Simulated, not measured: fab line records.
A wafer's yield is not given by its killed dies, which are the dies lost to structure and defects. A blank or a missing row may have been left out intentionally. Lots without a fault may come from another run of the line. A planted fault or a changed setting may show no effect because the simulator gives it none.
fab line records ; flow n5_finfet
record lots=11; wafers=32; last_day=17
route steps=1938 shown MIM_TOP@1835 MIM_TOP_LITHO@1849 MIM_TOP_ETCH@1853 MIM_BOT_LITHO@1864 PASS1_CAP@1874 PASSIVATION@1936
lots that met no fault: taken from a fault-free run of the same line
start_h: hours from the record's first day to the start of the lot's first wafer shown ; wait_h: how many hours have passed since the lot's step before this one ; " as in the row above ; L1.1+2: one row covering several wafers at once ; - value missing, or start not given ; * or withheld: withheld ; < > ~ a bound
route shown NAME@n: a module of which the file shows steps, and the number in the route of the first ; usual: mean and standard deviation over wafers with no fault ; same: alike in all rows ; chamber/n: place in a boat ; sites: per-site readings ; _std_site: standard deviation of those values ; _edge_site: the outer-site mean with the inner-site mean subtracted ; radius_mm: for every site, how far away it sits from the centre of the wafer ; mask NAME#n: copy n ; behind: the last tool/chamber to shape the wafer ; hold: the reason the lot was held/the length of the hold in hours/how it ended ; device: transistor that didn't switch, given as n, p or np ; end of line: tests of these same wafers at the route's end ; step lacking rows: just its recipe ; killed: the dies lost at the first sort to structure and to defects; this is not the yield of the wafer ; map: shows each die of a wafer: x if killed, . if not, _ if none is there
set.NAME: the setting that was run; set.NAME@STEP: the one run at that earlier step ; model.NAME: the simulator's own value behind a step, which no gauge read
the route's steps for a sample of lots (tables are steps, rows are wafers)
services: a tool's chamber out of use, with start hour (start_h, from the record's first day; less than 0 if before it), hours out, and reason
## steps
# step N5_MIM_TOP_ALD_01
# recipe material=HfO2; target_thk_a=56; temp_c=withheld; ald_precursor_family=Hf-amide; ald_co_reactant=O3; pulse_time_s=1; purge_time_s=3; co_reactant_purge_time_s=2; co_reactant_pulse_time_s=3; ald_cycles=62
# usual precursor_pulse_height_rel=0.998/0.02
lot.wafer;tool;chamber;start_h;wait_h;precursor_pulse_height_rel;since_wet_clean_h
L842.3;ald_hk-03;2;-;-;0.957;2039
L842.4;ald_hk-03;3;-;-;1.032;2039
L842.6;ald_hk-03;2;-;-;1.040;-
L841.1;ald_hk-01;1;-;-;1.006;1143
L841.5;ald_hk-01;2;-;-;0.994;-
L844.1;ald_hk-01;0;-;-;1.002;1158
L844.5;ald_hk-01;3;-;-;1.006;-
L844.6;ald_hk-01;2;-;-;0.995;-
L845.2;ald_hk-03;3;-;-;0.983;2072
L845.4;ald_hk-03;2;-;-;1.004;2072
L845.6;ald_hk-03;2;-;-;0.979;-
L852.2;ald_hk-02;2;-;-;0.973;314
L852.5;ald_hk-02;2;-;-;0.970;-
L852.6;ald_hk-02;1;-;-;1.031;-
L856.3;ald_hk-03;1;-;-;1.027;2133
L856.5;ald_hk-03;0;-;-;0.994;-
L856.6;ald_hk-03;1;-;-;0.982;-
L858.3;ald_hk-03;2;-;-;0.977;2136
L858.4;ald_hk-03;3;-;-;1.001;2136
L858.5;ald_hk-03;1;-;-;0.985;-
L857.1;ald_hk-02;3;-;-;1.027;331
L857.2;ald_hk-02;1;-;-;0.990;331
L857.6;ald_hk-02;0;-;-;1.007;-
L861.1;ald_hk-01;1;-;-;0.974;1259
L861.4;ald_hk-01;2;-;-;1.029;1259
L861.5;ald_hk-01;1;-;-;0.989;-
L860.1;ald_hk-01;1;-;-;1.001;1263
L860.2;ald_hk-01;2;-;-;1.022;1263
L860.4;ald_hk-01;3;-;-;0.990;1263
L862.1;ald_hk-03;1;-;-;0.993;2173
L862.2;ald_hk-03;2;-;-;1.016;2173
L862.3;ald_hk-03;3;-;-;0.990;2173
# step N5_MIM_TOP_LITHO_INSPECT_12
# recipe mode=adi; inspect_instrument=macro
# usual raw_defect_count=2.1/1.5
lot.wafer;tool;chamber;start_h;wait_h;raw_defect_count
L842.3;defect_inspect-01;-;264.32;0.0;3
L842.4;defect_inspect-01;-;264.32;0.0;0
L842.6;defect_inspect-01;-;264.32;0.0;1
L841.1;defect_inspect-02;-;264.36;0.0;3
L841.5;defect_inspect-02;-;264.36;0.0;2
L844.1;defect_inspect-01;-;280.92;0.0;2
L844.5;defect_inspect-01;-;280.92;0.0;1
L844.6;defect_inspect-01;-;280.92;0.0;2
L845.2;defect_inspect-01;-;299.49;0.0;1
L845.4;defect_inspect-01;-;299.49;0.0;4
L845.6;defect_inspect-01;-;299.49;0.0;0
L852.2;defect_inspect-01;-;345.12;0.0;2
L852.5;defect_inspect-01;-;345.12;0.0;2
L852.6;defect_inspect-01;-;345.12;0.0;3
L856.3;defect_inspect-01;-;360.07;0.0;3
L856.5;defect_inspect-01;-;360.07;0.0;0
L856.6;defect_inspect-01;-;360.07;0.0;1
L858.3;defect_inspect-01;-;361.72;0.0;5
L858.4;defect_inspect-01;-;361.72;0.0;1
L858.5;defect_inspect-01;-;361.72;0.0;1
L857.1;defect_inspect-01;-;362.54;0.0;1
L857.2;defect_inspect-01;-;362.54;0.0;3
L857.6;defect_inspect-01;-;362.54;0.0;6
L861.1;defect_inspect-01;-;380.56;0.0;2
L861.4;defect_inspect-01;-;380.56;0.0;2
L861.5;defect_inspect-01;-;380.56;0.0;0
L860.1;defect_inspect-02;-;384.81;0.0;0
L860.2;defect_inspect-02;-;384.81;0.0;2
L860.4;defect_inspect-02;-;384.81;0.0;2
L862.1;defect_inspect-01;-;398.56;0.0;1
L862.2;defect_inspect-01;-;398.56;0.0;3
L862.3;defect_inspect-01;-;398.56;0.0;1
# step N5_MIM_TOP_ETCH_PECVD_03
# recipe material=SiNx; target_thk_a=200; temp_c=400; precursor=SiH4/NH3/N2; pressure_torr=1.5; rf_w=300; time_s=17.6
# usual heater_power_w=822/110; showerhead_plenum_p_Torr=5.14/0.12; throttle_valve_pct=38.9/2
lot.wafer;tool;chamber;start_h;wait_h;heater_power_w;showerhead_plenum_p_Torr;since_wet_clean_h;throttle_valve_pct
L842.3;pecvd-03;0;264.65;-;837;5.21;341;37.0
L842.4;pecvd-03;2;264.65;-;619;5.18;-;37.4
L842.6;pecvd-03;1;264.65;-;941;5.26;-;40.5
L841.1;pecvd-01;2;264.87;-;912;4.94;215;36.5
L841.5;pecvd-01;2;264.87;-;913;4.95;-;36.7
L844.1;pecvd-01;0;281.70;-;737;5.29;986;39.9
L844.5;pecvd-01;0;281.70;-;743;5.28;-;40.0
L844.6;pecvd-01;1;281.70;-;1065;5.01;-;38.4
L845.2;pecvd-03;1;299.82;-;964;5.27;1910;40.9
L845.4;pecvd-03;2;299.82;-;701;5.18;-;37.6
L845.6;pecvd-03;1;299.82;-;953;5.27;-;40.8
L852.2;pecvd-03;2;345.53;-;698;5.16;474;37.6
L852.5;pecvd-03;1;345.53;-;891;5.26;-;41.0
L852.6;pecvd-03;2;345.53;-;674;5.19;-;37.6
L856.3;pecvd-03;1;360.62;-;919;5.26;1971;40.7
L856.5;pecvd-03;1;360.62;-;941;5.28;-;40.8
L856.6;pecvd-03;2;360.62;-;696;5.19;-;37.7
L858.3;pecvd-01;0;362.07;-;791;5.28;1066;40.1
L858.4;pecvd-01;1;362.07;-;938;5.04;-;38.7
L858.5;pecvd-01;0;362.07;-;803;5.28;-;39.8
L857.1;pecvd-01;2;362.87;-;823;4.96;313;36.9
L857.2;pecvd-01;1;362.87;-;968;5.02;1792;38.8
L857.6;pecvd-01;0;362.87;-;795;5.29;-;39.9
L861.1;pecvd-01;1;380.88;-;1081;5.02;1810;38.8
L861.4;pecvd-01;1;380.88;-;1075;5.03;-;38.8
L861.5;pecvd-01;2;380.88;-;847;4.94;-;36.9
L860.1;pecvd-02;1;385.34;-;749;5.10;1633;42.0
L860.2;pecvd-02;2;385.34;-;863;5.17;154;36.4
L860.4;pecvd-02;0;385.34;-;678;5.16;-;42.3
L862.1;pecvd-02;0;399.00;-;738;5.14;922;42.6
L862.2;pecvd-02;1;399.00;-;726;5.11;1647;41.8
L862.3;pecvd-02;2;399.00;-;866;5.15;168;36.9
# step N5_MIM_BOT_LITHO_INSPECT_12
# recipe mode=adi; inspect_instrument=macro
# usual raw_defect_count=2.1/1.5
lot.wafer;tool;chamber;start_h;wait_h;raw_defect_count
L842.3;defect_inspect-02;-;265.32;0.0;4
L842.4;defect_inspect-02;-;265.32;0.0;5
L842.6;defect_inspect-02;-;265.32;0.0;3
L841.1;defect_inspect-01;-;265.48;0.0;1
L841.5;defect_inspect-01;-;265.48;0.0;0
L844.1;defect_inspect-01;-;282.24;0.0;1
L844.5;defect_inspect-01;-;282.24;0.0;2
L844.6;defect_inspect-01;-;282.24;0.0;4
L845.2;defect_inspect-01;-;300.23;0.0;1
L845.4;defect_inspect-01;-;300.23;0.0;3
L845.6;defect_inspect-01;-;300.23;0.0;1
L852.2;defect_inspect-01;-;346.08;0.0;2
L852.5;defect_inspect-01;-;346.08;0.0;>300
L852.6;defect_inspect-01;-;346.08;0.0;4
L856.3;defect_inspect-02;-;361.17;0.0;>300
L856.5;defect_inspect-02;-;361.17;0.0;>300
L856.6;defect_inspect-02;-;361.17;0.0;2
L858.3;defect_inspect-01;-;362.96;0.0;1
L858.4;defect_inspect-01;-;362.96;0.0;3
L858.5;defect_inspect-01;-;362.96;0.0;0
L857.1;defect_inspect-02;-;363.28;0.0;4
L857.2;defect_inspect-02;-;363.28;0.0;4
L857.6;defect_inspect-02;-;363.28;0.0;1
L861.1;defect_inspect-02;-;381.42;0.0;5
L861.4;defect_inspect-02;-;381.42;0.0;2
L861.5;defect_inspect-02;-;381.42;0.0;5
L860.1;defect_inspect-02;-;385.88;0.0;1
L860.2;defect_inspect-02;-;385.88;0.0;2
L860.4;defect_inspect-02;-;385.88;0.0;2
L862.1;defect_inspect-02;-;399.41;0.0;1
L862.2;defect_inspect-02;-;399.41;0.0;2
L862.3;defect_inspect-02;-;399.41;0.0;3
# step N5_PASSIVATION_PECVD_01
# recipe material=SiNx; target_thk_a=2000; temp_c=400; precursor=SiH4/NH3/N2; pressure_torr=4.9; rf_w=1406; time_s=43.2
# usual heater_power_w=447/91; showerhead_plenum_p_Torr=8.66/0.091; throttle_valve_pct=29.3/1.7
lot.wafer;tool;chamber;start_h;wait_h;heater_power_w;showerhead_plenum_p_Torr;since_wet_clean_h;throttle_valve_pct
L841.1;pecvd-04;0;266.67;0.0;514;8.69;1333;29.5
L841.5;pecvd-04;1;266.67;0.0;490;8.73;-;28.7
L842.3;pecvd-02;0;266.67;0.0;315;8.68;789;30.6
L842.4;pecvd-02;0;266.67;0.0;340;8.69;-;30.7
L842.6;pecvd-02;1;266.67;0.0;377;8.64;-;30.5
L844.1;pecvd-01;2;283.26;0.0;430;8.46;233;26.8
L844.5;pecvd-01;1;283.26;0.0;581;8.55;-;28.4
L844.6;pecvd-01;2;283.26;0.0;445;8.48;-;26.8
L845.2;pecvd-04;0;301.19;0.0;604;8.67;1368;29.5
L845.4;pecvd-04;0;301.19;0.0;609;8.68;-;29.4
L845.6;pecvd-04;2;301.19;0.0;427;8.62;-;31.6
L852.2;pecvd-04;1;347.03;0.0;403;8.72;2138;28.7
L852.5;pecvd-04;1;347.03;0.0;420;8.73;-;28.7
L852.6;pecvd-04;0;347.03;0.0;557;8.70;-;29.5
L856.3;pecvd-04;0;362.58;0.0;514;8.67;1429;29.6
L856.5;pecvd-04;1;362.58;0.0;513;8.73;-;28.3
L856.6;pecvd-04;2;362.58;0.0;404;8.65;-;32.0
L858.3;pecvd-02;1;364.02;0.0;399;8.64;1612;30.7
L858.4;pecvd-02;1;364.02;0.0;403;8.65;-;30.5
L858.5;pecvd-02;0;364.02;0.0;410;8.67;-;31.2
L857.1;pecvd-02;2;364.65;0.0;385;8.70;133;26.8
L857.2;pecvd-02;1;364.65;0.0;379;8.63;1612;30.4
L857.6;pecvd-02;0;364.65;0.0;412;8.68;-;30.9
L861.1;pecvd-04;1;382.48;0.0;528;8.70;2174;28.8
L861.4;pecvd-04;1;382.48;0.0;355;8.71;-;28.6
L861.5;pecvd-04;0;382.48;0.0;597;8.68;-;29.6
L860.1;pecvd-01;2;386.88;0.0;442;8.48;337;27.0
L860.2;pecvd-01;1;386.88;0.0;587;8.55;1816;28.4
L860.4;pecvd-01;0;386.88;0.0;419;8.81;-;29.1
L862.1;pecvd-02;0;400.39;0.0;356;8.69;923;30.8
L862.2;pecvd-02;1;400.39;0.0;386;8.63;1648;30.6
L862.3;pecvd-02;1;400.39;0.0;396;8.63;-;31.0
# step N5_PASSIVATION_PROBE_49
# usual defect_limited_yield=91.4/1.6; killed_at_M0_to_M3=35/10; killed_at_M4_up=12/4.7; killed_at_contacts=12/5.8; killed_at_front_end=38/12; killed_at_other=4/3.2; killed_dies=102/18; killed_on_rim=13/4.2; killed_open=68/14; killed_short=32/8; sort_bin_5_function=5.1/0.96; sort_bin_6_memory=3.2/0.77; sort_n_pass=1078/20; sort_yield_pct=91.3/1.7
# same gross_dies=1180; killed_at_back_side=0; sort_bin_4_leakage[%]=0; sort_bin_8_speed[%]=0
lot.wafer;tool;chamber;start_h;wait_h;defect_limited_yield[%];killed_at_M0_to_M3;killed_at_M4_up;killed_at_contacts;killed_at_front_end;killed_at_other;killed_dies;killed_on_rim;killed_open;killed_short;sort_bin_5_function[%];sort_bin_6_memory[%];sort_n_pass;sort_yield_pct[%]
L842.3;prober-02;-;276.29;0.1;93.9;18;9;8;31;6;72;12;51;21;3.6;2.2;1108;93.9
L842.4;prober-02;-;276.34;0.2;93.7;26;9;6;32;1;74;7;54;20;3.6;2.5;1106;93.7
L842.6;prober-02;-;276.44;0.3;94.5;27;13;5;20;0;65;6;43;21;3.4;2.0;1115;94.5
L852.2;prober-02;-;358.40;0.1;90.9;56;15;9;21;6;107;20;70;34;5.0;3.4;1073;90.9
L852.5;prober-02;-;358.55;0.2;86.6;37;23;12;35;51;158;34;79;31;9.7;2.6;1022;86.6
L852.6;prober-02;-;358.60;0.3;89.8;34;15;14;52;5;120;19;76;44;6.3;3.7;1060;89.8
L856.3;prober-02;-;370.36;0.1;86.4;29;16;12;50;54;161;26;71;36;9.2;3.1;1019;86.4
L856.5;prober-02;-;370.46;0.2;86.4;39;10;10;44;57;160;29;68;38;8.2;4.2;1020;86.4
L856.6;prober-02;-;370.51;0.3;90.3;34;10;18;52;0;114;17;77;37;5.5;4.2;1066;90.3
# killed by level:class
L842.3 STI_FIN_REVEAL:geometric_particle:open=10 MOL_CONTACT_COAG:geometric_particle:open=8 BEOL_M2:geometric_particle:open=5 FIN_SAQP:geometric_particle:short=4 DUMMY_GATE:geometric_particle:open=4 BEOL_M3:geometric_particle:open=4 FIN_SAQP:geometric_particle:open=3 GATE_CUT:geometric_particle:short=3
L842.4 FIN_SAQP:geometric_particle:open=9 BEOL_M2:geometric_particle:open=8 BEOL_M3:geometric_particle:open=8 DUMMY_GATE:geometric_particle:open=5 MOL_CONTACT_COAG:geometric_particle:open=5 FIN_SAQP:geometric_particle:short=4 GATE_CUT:geometric_particle:open=4 STARTING-WAFER:geometric_particle:short=4
L842.6 BEOL_M3:geometric_particle:open=9 BEOL_M2:geometric_particle:open=7 FIN_SAQP:geometric_particle:short=6 STI_FIN_REVEAL:geometric_particle:open=4 BEOL_M0_SAQP:geometric_particle:open=4 MOL_CONTACT_COAG:geometric_particle:short=3 BEOL_M0:geometric_particle:open=3 BEOL_M4:geometric_particle:open=3
L852.2 BEOL_M2:geometric_particle:open=16 MOL_CONTACT_COAG:geometric_particle:open=8 BEOL_M3:geometric_particle:short=8 BEOL_M0_SAQP:geometric_particle:open=7 BEOL_M3:geometric_particle:open=7 BEOL_M4:geometric_particle:open=7 STI_FIN_REVEAL:geometric_particle:open=6 BEOL_M0_SAQP:geometric_particle:short=6
L852.5 MIM_TOP_ETCH:unspecified=47 MOL_CONTACT_COAG:geometric_particle:open=11 BEOL_M4:geometric_particle:open=11 STI_FIN_REVEAL:geometric_particle:open=10 BEOL_M0_SAQP:geometric_particle:open=10 BEOL_M2:geometric_particle:open=9 FIN_SAQP:geometric_particle:open=6 FIN_SAQP:geometric_particle:short=5
L852.6 FIN_SAQP:geometric_particle:open=20 MOL_CONTACT_COAG:geometric_particle:open=13 FIN_SAQP:geometric_particle:short=11 BEOL_M0_SAQP:geometric_particle:short=9 BEOL_M2:geometric_particle:open=7 BEOL_M4:geometric_particle:open=6 BEOL_M0_SAQP:geometric_particle:open=5 BEOL_M3:geometric_particle:short=5
L856.3 MIM_TOP_ETCH:unspecified=54 FIN_SAQP:geometric_particle:open=15 BEOL_M3:geometric_particle:open=11 FIN_SAQP:geometric_particle:short=10 MOL_CONTACT_COAG:geometric_particle:open=10 BEOL_M4:geometric_particle:open=7 STARTING-WAFER:geometric_particle:short=6 GATE_CUT:geometric_particle:open=5
L856.5 MIM_TOP_ETCH:unspecified=54 BEOL_M3:geometric_particle:open=19 FIN_SAQP:geometric_particle:open=16 FIN_SAQP:geometric_particle:short=10 MOL_CONTACT_COAG:geometric_particle:open=8 BEOL_M0_SAQP:geometric_particle:short=8 DUMMY_GATE:geometric_particle:open=5 BEOL_M1:geometric_particle:short=4
L856.6 FIN_SAQP:geometric_particle:open=17 MOL_CONTACT_COAG:geometric_particle:open=15 BEOL_M0_SAQP:geometric_particle:short=14 STI_FIN_REVEAL:geometric_particle:open=12 BEOL_M0_SAQP:geometric_particle:open=8 BEOL_M4:geometric_particle:open=6 FIN_SAQP:geometric_particle:short=4 GATE_CUT:geometric_particle:short=4
## services
tool;chamber;start_h;hours;kind
pecvd-02;0;251.39;5.1;repair
ald_hk-01;-;275.05;1.4;repair
pecvd-01;0;279.00;2.1;scheduled_down
pecvd-04;1;287.78;2.1;scheduled_down
pecvd-01;-;297.19;1.4;repair
pecvd-01;1;314.37;13.0;repair
pecvd-04;1;383.66;-;clean
pecvd-04;1;383.66;-;consumable_replace:showerhead
pecvd-02;2;400.18;5.5;scheduled_down
## key
first_sign step=N5_MIM_BOT_LITHO_INSPECT_12; reading=raw_defect_count; direction=up; sigmas=99+; usual=2.1; struck=>300
effect step=N5_PASSIVATION_PROBE_49; reading=killed_at_other; direction=up; sigmas=15; usual=4; struck=54
more_kills_born_at N5_MIM_TOP_ETCH_PECVD_03@pecvd-03=155
met_at N5_MIM_TOP_ETCH_PECVD_03
struck_lots L852,L856
struck_wafers L852.5,L856.3,L856.5
not_acting_at N5_MIM_TOP_ALD_01,N5_MIM_TOP_LITHO_INSPECT_12,N5_PASSIVATION_PECVD_01
onset_between 299.82 345.53
fault kind=chamber_particle_source; tool=pecvd-03; chamber=1; onset_h=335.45; steps=N5_MIM_TOP_ETCH_PECVD_03; rate_per_visit_cm2=0.55154; end_h=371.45
